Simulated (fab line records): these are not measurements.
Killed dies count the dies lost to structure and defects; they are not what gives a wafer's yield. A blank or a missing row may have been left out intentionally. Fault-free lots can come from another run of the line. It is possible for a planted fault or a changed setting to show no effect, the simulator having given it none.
Comparing a struck lot with a sound one | flow nand_harc | 15 out of 1159 route steps
Sound: wafers L726.1, L726.3, L726.4. Struck: wafer L734.1 (left out: L734.2, L734.3 of the same lot, which were not struck); the cause appears at the end.
For every step that has rows: the tool of each side, followed by ch and its chambers, followed by its first start. Under that, the readings that differ: sound wafers | struck wafers | difference of the means | sigmas: that difference in standard deviations of wafers without a fault.
alike: a reading whose means differ by less than 2 such deviations, as well as words and numbers matching on both sides. not compared: withheld readings; readings where some wafer has no value; bounds like >300 that might hide an equal value; numbers whose values overlap and for which the record gives no deviation.
A row with sigmas, a row that says differs or no value, or rows on one side alone: a step with any of these is where the two part. Numbers that have no deviation but don't overlap get no sigmas and don't part them. Lack of a reading on every wafer of one side parts them only where that side has two or more wafers.

NHARC_P_BONDPAD_CD_MEAS_09: target cd 500 nm.
  sound on cd_sem-01 ch 0, day 8 03:46; struck on cd_sem-03 ch 0, day 10 16:47
  alike: cd_nm
NHARC_P_BONDPAD_OVL_MEAS_38:
  sound on overlay-01 at day 8 03:51; struck on overlay-02 at day 10 16:53
  reading           | sound    | struck | difference | sigmas
  overlay_x_nm (nm) | 10 11 11 | 1      | -10        | -2
  alike: overlay_y_nm
then, 2 steps without rows for these wafers: NHARC_P_BONDPAD_HARDBAKE_10 (time 65 s); NHARC_P_BONDPAD_DESCUM_11 (chemistry O2, time 3 s).
NHARC_P_BONDPAD_ETCH_37: etches the open film in N2/H2, target depth 60 nm, overetch 18 nm, time 65.91 s.
  sound on rie_diel-03 ch 0,1,2, day 8 04:07; struck on rie_diel-06 ch 2, day 10 17:10
  reading                | sound                | struck | difference | sigmas
  rf_hours_counter_h (h) | 44 40 43             | 16     | -26        |
  throttle_valve_pct (%) | 14.160 14.166 14.174 | 14.194 | +0.027     | +3
  alike: drypump_motor_current_A, h2_flow_sccm, oes_product_au, rf_vpp_V, showerhead_plenum_p_Torr
then, 1 step without rows for these wafers: NHARC_P_BONDPAD_ETCH_12 (etches the open film in CHF3/O2, target depth 200 nm, time 100 s).
NHARC_P_BONDPAD_CD_MEAS_13:
  sound on cd_sem-03 at day 8 04:25; struck on cd_sem-01 at day 10 17:25
  alike: cd_nm
NHARC_P_BONDPAD_STRIP_15: strips in O2.
  sound on rie_diel-06 ch 1,2,3, day 8 04:29; struck on rie_diel-06 ch 0, day 10 17:31
  reading                     | sound       | struck | difference | sigmas
  drypump_motor_current_A (A) | 5.9 5.9 5.8 | 4.8    | -1.1       | -2
  rf_hours_counter_h (h)      | 11 9 10     | 14     | +4         |
  alike: oes_product_au, rf_vpp_V, showerhead_plenum_p_Torr, throttle_valve_pct
NHARC_P_BONDPAD_ETCH_24: etches the open film in CF4/N2, target depth 30 nm, time 72.99 s.
  sound: rie_diel-06 ch 0,1,2; struck: rie_diel-06 ch 1
  reading                | sound   | struck | difference | sigmas
  rf_hours_counter_h (h) | 11 10 9 | 16     | +6         |
  alike: cf4_flow_sccm, drypump_motor_current_A, oes_product_au, rf_vpp_V, showerhead_plenum_p_Torr, throttle_valve_pct
then, 1 step without rows for these wafers: NHARC_P_BONDPAD_STRIP_16 (strips in post etch residue remover, time 600 s).
NHARC_P_BONDPAD_DEGAS_25: time 60 s.
  sound on pvd_sputter-03 at day 8 05:02; struck on pvd_sputter-03 at day 10 18:03
  alike: heater_power_w
then, 1 step without rows for these wafers: NHARC_P_BONDPAD_PRE_CLEAN_26 (time 30 s).
NHARC_P_BONDPAD_PVD_17: deposits TaN, target thk 5 nm, time 8.06 s.
  sound on pvd_sputter-03 at day 8 05:08; struck on pvd_sputter-03 at day 10 18:11
  reading    | sound          | struck | difference | sigmas
  time_s (s) | 8.06 8.06 8.06 | 6.7027 | -1.3573    |
  alike: throttle_valve_pct
NHARC_P_BONDPAD_PVD_27: deposits Cu, target thk 30 nm, time 20.49 s.
  sound on pvd_sputter-03; struck on pvd_sputter-03
  alike: throttle_valve_pct
  not compared: time_s
-- record jumps: 13 days between struck wafers' starts before vs after; left off in module P_BONDPAD, resumes in module END, first step shown is number 1159 of the route --
NHARC_END_SORT_01:
  sound on prober-02 ch 0, day 20 19:32; struck on prober-02 ch 0, day 23 15:00
  reading                | sound          | struck | difference | sigmas
  sort_rim_yield_pct (%) | 95.3 98.1 95.3 | 89.6   | -6.6       | -3
  alike: defect_limited_yield, killed_at_array, killed_at_other, killed_at_periphery, killed_dies, killed_open, killed_short, sort_bin_2_pct, sort_bin_3_pct, sort_bin_4_pct, sort_n_pass, sort_yield_pct

== WHERE THEY PART ==
At NHARC_P_BONDPAD_OVL_MEAS_38 first; at NHARC_END_SORT_01 last (within this record only).

WHY: the cause the simulator had injected
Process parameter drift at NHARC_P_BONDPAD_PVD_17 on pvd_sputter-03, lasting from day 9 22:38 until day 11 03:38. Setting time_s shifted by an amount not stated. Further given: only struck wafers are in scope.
